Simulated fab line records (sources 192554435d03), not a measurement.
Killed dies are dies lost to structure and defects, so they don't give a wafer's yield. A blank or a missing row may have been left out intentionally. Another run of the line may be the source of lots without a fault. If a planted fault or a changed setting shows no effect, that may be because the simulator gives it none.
The tool behind it: which one? | flow n5-finfet | Sampling: 24 lots, 72 wafers, 6 of 1938 route steps

== WHAT THE GAUGES SHOWED, per wafer ==
N5_BEOL_M10_OVL_MEAS_12. Usual: M10_OVL 0.3 nm, standard deviation 0.8.
lot  | measured     | on         | M10_OVL (nm)   | flag
L075 | day 12 17:36 | overlay-01 | -0.7 -0.3 0.0  |
L074 | day 12 23:10 | overlay-01 | -0.5 0.2 0.4   |
L076 | day 13 09:17 | overlay-01 | -0.3 0.0 0.9   |
L077 | day 13 16:02 | overlay-01 | -0.4 0.1 0.2   |
L080 | day 14 00:05 | overlay-01 | 0.7 0.3 1.0    |
L081 | day 14 05:32 | overlay-01 | 1.1 1.0 0.5    |
L079 | day 14 15:07 | overlay-01 | 0.7 -1.2 -0.7  |
L082 | day 14 18:00 | overlay-01 | 1.4 0.7 1.1    |
L078 | day 14 19:56 | overlay-01 | 0.2 0.3 0.8    |
L083 | day 14 21:02 | overlay-01 | 1.8 0.3 1.6    |
L085 | day 15 10:00 | overlay-01 | 1.6 0.4 0.9    |
L086 | day 15 14:35 | overlay-01 | -0.7 0.8 -0.5  |
L084 | day 15 21:37 | overlay-01 | 0.5 1.7 0.4    |
L088 | day 16 06:55 | overlay-01 | 1.3 -0.2 0.2   |
L089 | day 16 07:25 | overlay-01 | -0.1 0.7 1.1   |
L087 | day 16 11:13 | overlay-01 | 0.5 -0.5 0.0   |
L091 | day 16 16:13 | overlay-01 | 1.1 -0.3 -0.5  |
L090 | day 17 12:29 | overlay-01 | 1.2 -0.1 -0.7  |
L093 | day 17 18:41 | overlay-01 | -0.7 -0.2 -1.0 |
L094 | day 17 21:17 | overlay-01 | 1.5 1.8 0.9    |
L092 | day 18 01:28 | overlay-01 | -0.3 -0.7 0.1  |
L097 | day 18 16:37 | overlay-01 | 1.5 -0.6 -0.1  |
L096 | day 18 17:36 | overlay-01 | 1.8 1.2 0.5    |
L095 | day 19 22:29 | overlay-02 | 0.6 0.1 0.2    |

N5_BEOL_M10_CD_MEAS_18: pitch 140 nm, target cd 70 nm. Usual: cd-nm at 70.2 nm, with a standard deviation of 0.95.
lot  | measured     | on        | cd-nm (nm)     | flag
L075 | day 12 18:57 | cd-sem-03 | 70.6 70.6 69.6 |
L074 | day 12 23:43 | cd-sem-03 | 68.7 68.5 68.8 |
L076 | day 13 09:47 | cd-sem-01 | 70.7 70.2 71.8 |
L077 | day 13 16:50 | cd-sem-03 | 70.5 70.9 71.1 |
L080 | day 14 00:52 | cd-sem-02 | 70.9 69.5 69.6 |
L081 | day 14 06:03 | cd-sem-03 | 68.6 68.7 70.5 |
L079 | day 14 15:38 | cd-sem-03 | 70.5 72.2 70.1 |
L082 | day 14 18:31 | cd-sem-01 | 70.7 71.3 69.7 |
L078 | day 14 20:43 | cd-sem-02 | 71.2 71.5 71.9 |
L083 | day 14 21:55 | cd-sem-03 | 70.8 70.8 70.2 |
L085 | day 15 11:41 | cd-sem-03 | 70.1 69.8 71.5 |
L086 | day 15 15:06 | cd-sem-03 | 70.8 69.6 70.2 |
L084 | day 15 22:08 | cd-sem-02 | 69.7 68.2 69.8 |
L088 | day 16 07:31 | cd-sem-02 | 72.7 71.8 70.7 |
L089 | day 16 07:57 | cd-sem-03 | 70.0 70.1 70.8 |
L087 | day 16 11:43 | cd-sem-01 | 69.5 68.0 69.0 |
L091 | day 16 17:04 | cd-sem-02 | 70.8 70.2 70.7 |
L090 | day 17 13:08 | cd-sem-03 | 68.5 68.3 69.1 |
L093 | day 17 19:17 | cd-sem-01 | 70.8 71.0 69.5 |
L094 | day 17 21:59 | cd-sem-03 | 70.1 69.3 70.1 |
L092 | day 18 01:58 | cd-sem-01 | 70.5 71.1 71.1 |
L097 | day 18 17:10 | cd-sem-01 | 70.1 69.7 68.7 |
L096 | day 18 18:07 | cd-sem-02 | 70.3 71.3 69.9 |
L095 | day 19 23:07 | cd-sem-03 | 70.4 69.8 71.2 |

N5_BEOL_M10_THK_MEAS_53: measures by xrf. Usual: M10_THK 142 nm, standard deviation 3.3.
lot  | measured     | on            | M10_THK (nm) | flag
L075 | day 13 00:24 | film-metro-01 | 141 142 147  |
L074 | day 13 04:53 | film-metro-01 | 141 145 138  |
L076 | day 13 14:15 | film-metro-01 | 145 140 148  |
L077 | day 13 20:09 | film-metro-02 | 139 140 144  |
L080 | day 14 06:25 | film-metro-01 | 143 143 140  |
L081 | day 14 12:58 | film-metro-01 | 144 136 137  |
L079 | day 14 19:46 | film-metro-02 | 148 144 149  |
L082 | day 15 00:28 | film-metro-01 | 143 145 145  |
L078 | day 15 04:59 | film-metro-02 | 141 142 141  |
L083 | day 15 01:47 | film-metro-01 | 138 145 144  |
L085 | day 15 17:27 | film-metro-01 | 145 142 140  |
L086 | day 15 19:19 | film-metro-01 | 139 141 141  |
L084 | day 16 06:21 | film-metro-02 | 140 140 140  |
L088 | day 16 11:31 | film-metro-01 | 143 143 140  |
L089 | day 16 12:11 | film-metro-01 | 145 142 142  |
L087 | day 16 21:34 | film-metro-02 | 137 145 137  |
L091 | day 16 21:52 | film-metro-02 | 137 136 137  |
L090 | day 17 19:43 | film-metro-01 | 145 140 139  |
L093 | day 18 00:41 | film-metro-01 | 139 138 139  |
L094 | day 18 03:28 | film-metro-01 | 139 146 139  |
L092 | day 18 08:16 | film-metro-01 | 144 138 137  |
L097 | day 18 20:24 | film-metro-02 | 145 147 145  |
L096 | day 18 21:27 | film-metro-01 | 139 146 145  |
L095 | day 20 05:14 | film-metro-02 | 137 142 137  |

N5_BEOL_M12_OVL_MEAS_11. Usual: V11_OVL 0 nm, standard deviation 5.1.
lot  | measured     | on         | V11_OVL (nm) | flag
L075 | day 13 06:25 | overlay-01 | -2 4 -6      |
L074 | day 13 15:04 | overlay-01 | -2 -1 2      |
L076 | day 13 22:16 | overlay-01 | -4 0 -2      |
L077 | day 14 04:59 | overlay-01 | -3 -4 1      |
L080 | day 14 17:25 | overlay-01 | 2 6 8        |
L081 | day 14 20:28 | overlay-01 | -2 4 2       |
L079 | day 15 07:01 | overlay-01 | 0 11 5       |
L082 | day 15 10:19 | overlay-01 | -2 -3 3      |
L078 | day 15 13:10 | overlay-01 | 5 4 -1       |
L083 | day 15 09:35 | overlay-01 | 6 7 6        |
L085 | day 15 23:49 | overlay-01 | 4 -3 3       |
L086 | day 16 06:56 | overlay-01 | 1 -5 -3      |
L084 | day 16 16:08 | overlay-01 | 7 10 8       |
L088 | day 16 23:04 | overlay-01 | -3 0 -3      |
L089 | day 16 22:20 | overlay-01 | -1 -1 -2     |
L087 | day 17 08:17 | overlay-01 | 6 2 6        |
L091 | day 17 09:38 | overlay-01 | -3 -3 -1     |
L090 | day 18 03:41 | overlay-01 | -7 2 -8      |
L093 | day 18 10:31 | overlay-01 | 0 -5 -3      |
L094 | day 18 15:21 | overlay-01 | 4 5 5        |
L092 | day 18 19:19 | overlay-01 | -6 -6 -3     |
L097 | day 19 05:00 | overlay-01 | -3 -3 2      |
L096 | day 19 06:17 | overlay-02 | 6 -5 -1      |
L095 | day 20 15:01 | overlay-01 | 6 6 10       |

== WHICH TOOL RAN EACH LOT (tool, then ch and the chambers of the sampled wafers, then the start) ==
lot  | N5_BEOL_M10_ETCH_61                | N5_BEOL_M10_ANNEAL_51
L075 | rie-diel-05 ch 1,3, day 12 18:10   | rtp-anneal-02 ch 0, day 12 23:44
L074 | rie-diel-04 ch 1,2,3, day 12 23:16 | rtp-anneal-02 ch 0, day 13 04:23
L076 | rie-diel-01 ch 0,1, day 13 09:22   | rtp-anneal-01 ch 0, day 13 13:39
L077 | rie-diel-05 ch 1,2,3, day 13 16:16 | rtp-anneal-02 ch 0, day 13 19:38
L080 | rie-diel-04 ch 0,1,2, day 14 00:26 | rtp-anneal-01 ch 0, day 14 05:50
L081 | rie-diel-05 ch 0,2,3, day 14 05:38 | rtp-anneal-02 ch 0, day 14 12:22
L079 | rie-diel-01 ch 0,1,3, day 14 15:12 | rtp-anneal-02 ch 0, day 14 19:12
L082 | rie-diel-04 ch 2,3, day 14 18:05   | rtp-anneal-01 ch 0, day 14 23:55
L078 | rie-diel-05 ch 0,2, day 14 20:16   | rtp-anneal-02 ch 0, day 15 04:26
L083 | rie-diel-04 ch 0,2,3, day 14 21:07 | rtp-anneal-02 ch 0, day 15 01:14
L085 | rie-diel-05 ch 0,1,2, day 15 11:05 | rtp-anneal-01 ch 0, day 15 16:52
L086 | rie-diel-05 ch 0,1, day 15 14:41   | rtp-anneal-02 ch 0, day 15 18:49
L084 | rie-diel-01 ch 1,3, day 15 21:43   | rtp-anneal-02 ch 0, day 16 05:48
L088 | rie-diel-01 ch 1,2, day 16 07:06   | rtp-anneal-01 ch 0, day 16 11:01
L089 | rie-diel-01 ch 0,1,2, day 16 07:32 | rtp-anneal-01 ch 0, day 16 11:38
L087 | rie-diel-05 ch 0,2, day 16 11:18   | rtp-anneal-01 ch 0, day 16 21:01
L091 | rie-diel-05 ch 1,2,3, day 16 16:34 | rtp-anneal-01 ch 0, day 16 21:16
L090 | rie-diel-05 ch 2,3, day 17 12:43   | rtp-anneal-02 ch 0, day 17 19:10
L093 | rie-diel-04 ch 1,2,3, day 17 18:52 | rtp-anneal-02 ch 0, day 18 00:05
L094 | rie-diel-04 ch 0,1,2, day 17 21:27 | rtp-anneal-02 ch 0, day 18 02:55
L092 | rie-diel-04 ch 0,3, day 18 01:33   | rtp-anneal-01 ch 0, day 18 07:40
L097 | rie-diel-05 ch 1,2,3, day 18 16:43 | rtp-anneal-01 ch 0, day 18 19:47
L096 | rie-diel-01 ch 2,3, day 18 17:42   | rtp-anneal-02 ch 0, day 18 20:54
L095 | rie-diel-04 ch 2,3, day 19 22:41   | rtp-anneal-02 ch 0, day 20 04:32
- N5_BEOL_M10_ETCH_61: etches SiARC in CF4, target depth 39 nm, time 65 s.
- N5_BEOL_M10_ANNEAL_51: time 90 s.

== WHAT THE TOOLS THEMSELVES READ (means of the sampled wafers that have a number; where no wafer has one, the mark that the record gives instead) ==
N5_BEOL_M10_ETCH_61. Usual: drypump-motor-current-A 5.6 A, standard deviation 0.54; etch-rf-on-time-s 65.8 s, standard deviation 2; oes-product-au 0.68 a.u., standard deviation 0.071; rf-vpp-V 183.9 V, standard deviation 1; showerhead-plenum-p-Torr 2.14 Torr, standard deviation 0.053; throttle-valve-pct 15.42 %, standard deviation 0.17.
lot  | tool        | drypump-motor-current-A (A) | etch-rf-on-time-s (s) | oes-product-au (a.u.) | rf-vpp-V (V) | showerhead-plenum-p-Torr (Torr) | throttle-valve-pct (%) | flag
L075 | rie-diel-05 | 5.6                         | 67.7                  | 0.73                  | 183.7        | 2.10                            | 15.39                  |
L074 | rie-diel-04 | 5.9                         | 66.1                  | 0.64                  | 184.7        | 2.16                            | 15.48                  |
L076 | rie-diel-01 | 5.3                         | 67.7                  | 0.58                  | 183.5        | 2.15                            | 15.71                  |
L077 | rie-diel-05 | 5.7                         | 65.6                  | 0.69                  | 183.1        | 2.12                            | 15.39                  |
L080 | rie-diel-04 | 5.7                         | 66.9                  | 0.69                  | 183.8        | 2.13                            | 15.39                  |
L081 | rie-diel-05 | 5.3                         | 65.9                  | 0.66                  | 184.7        | 2.13                            | 15.49                  |
L079 | rie-diel-01 | 5.4                         | 66.2                  | 0.62                  | 183.3        | 2.13                            | 15.60                  |
L082 | rie-diel-04 | 6.0                         | 65.1                  | 0.75                  | 182.8        | 2.16                            | 15.19                  |
L078 | rie-diel-05 | 5.3                         | 66.2                  | 0.63                  | 183.7        | 2.15                            | 15.57                  |
L083 | rie-diel-04 | 5.7                         | 66.2                  | 0.72                  | 183.2        | 2.14                            | 15.24                  |
L085 | rie-diel-05 | 5.7                         | 66.3                  | 0.64                  | 183.7        | 2.13                            | 15.50                  |
L086 | rie-diel-05 | 6.0                         | 68.2                  | 0.65                  | 184.3        | 2.11                            | 15.47                  |
L084 | rie-diel-01 | 5.4                         | 65.5                  | 0.64                  | 184.1        | 2.11                            | 15.47                  |
L088 | rie-diel-01 | 5.1                         | 63.4                  | 0.70                  | 185.8        | 2.25                            | 15.36                  |
L089 | rie-diel-01 | 5.3                         | 65.1                  | 0.73                  | 184.7        | 2.20                            | 15.38                  |
L087 | rie-diel-05 | 5.3                         | 65.1                  | 0.62                  | 183.3        | 2.14                            | 15.54                  |
L091 | rie-diel-05 | 5.7                         | 66.8                  | 0.65                  | 183.4        | 2.11                            | 15.45                  |
L090 | rie-diel-05 | 5.3                         | 64.8                  | 0.64                  | 183.9        | 2.12                            | 15.48                  |
L093 | rie-diel-04 | 5.9                         | 65.4                  | 0.66                  | 184.3        | 2.14                            | 15.42                  |
L094 | rie-diel-04 | 5.6                         | 66.4                  | 0.66                  | 182.4        | 2.12                            | 15.46                  |
L092 | rie-diel-04 | 6.3                         | 63.1                  | 0.75                  | 184.4        | 2.15                            | 15.22                  |
L097 | rie-diel-05 | 5.7                         | 66.4                  | 0.65                  | 183.2        | 2.10                            | 15.48                  |
L096 | rie-diel-01 | 5.5                         | 64.3                  | 0.67                  | 184.7        | 2.13                            | 15.38                  |
L095 | rie-diel-04 | 6.0                         | 66.4                  | 0.67                  | 185.3        | 2.15                            | 15.29                  |

N5_BEOL_M10_ANNEAL_51. Usual: anneal-temp-c-max 226.10, standard deviation 0.28; wafer_temp_C_max 225.96, standard deviation 0.23.
lot  | tool          | anneal-temp-c-max | wafer_temp_C_max | flag
L075 | rtp-anneal-02 | 225.80            | 226.02           |
L074 | rtp-anneal-02 | 225.92            | 226.14           |
L076 | rtp-anneal-01 | 226.06            | 225.91           |
L077 | rtp-anneal-02 | 225.92            | 225.77           |
L080 | rtp-anneal-01 | 226.36            | 225.95           |
L081 | rtp-anneal-02 | 225.90            | 226.11           |
L079 | rtp-anneal-02 | 225.91            | 226.06           |
L082 | rtp-anneal-01 | 226.17            | 226.13           |
L078 | rtp-anneal-02 | 225.97            | 226.16           |
L083 | rtp-anneal-02 | 225.86            | 225.81           |
L085 | rtp-anneal-01 | 226.48            | 225.98           |
L086 | rtp-anneal-02 | 226.01            | 226.05           |
L084 | rtp-anneal-02 | 226.16            | 226.06           |
L088 | rtp-anneal-01 | 226.03            | 225.82           |
L089 | rtp-anneal-01 | 226.31            | 225.84           |
L087 | rtp-anneal-01 | 226.36            | 225.97           |
L091 | rtp-anneal-01 | 226.61            | 226.10           |
L090 | rtp-anneal-02 | 225.92            | 225.61           |
L093 | rtp-anneal-02 | 225.76            | 225.93           |
L094 | rtp-anneal-02 | 226.22            | 225.62           |
L092 | rtp-anneal-01 | 226.44            | 226.08           |
L097 | rtp-anneal-01 | 226.44            | 225.81           |
L096 | rtp-anneal-02 | 225.91            | 225.90           |
L095 | rtp-anneal-02 | 226.02            | 226.03           |

== THE ANSWER, worked out from the rows above alone ==
Rule: take the mean of a lot's wafers that have a number; if it is more than 3 standard deviations from the usual mean, the lot is off. A lot without any number at a reading at which 4 lots or more have one is off too. Any other lot the step has rows for is counted as sound. Order of review: gauges by route order, followed by the tools' own readings, for which a lot's mean as printed above is used. The first step at which some lot is off is used, and at that step the reading that is off furthest; a lot without a number counts as furthest.
No lot is off on any of the readings shown, so nothing can be concluded from this.

== WHAT HAD BEEN PUT IN BY THE SIMULATOR ==
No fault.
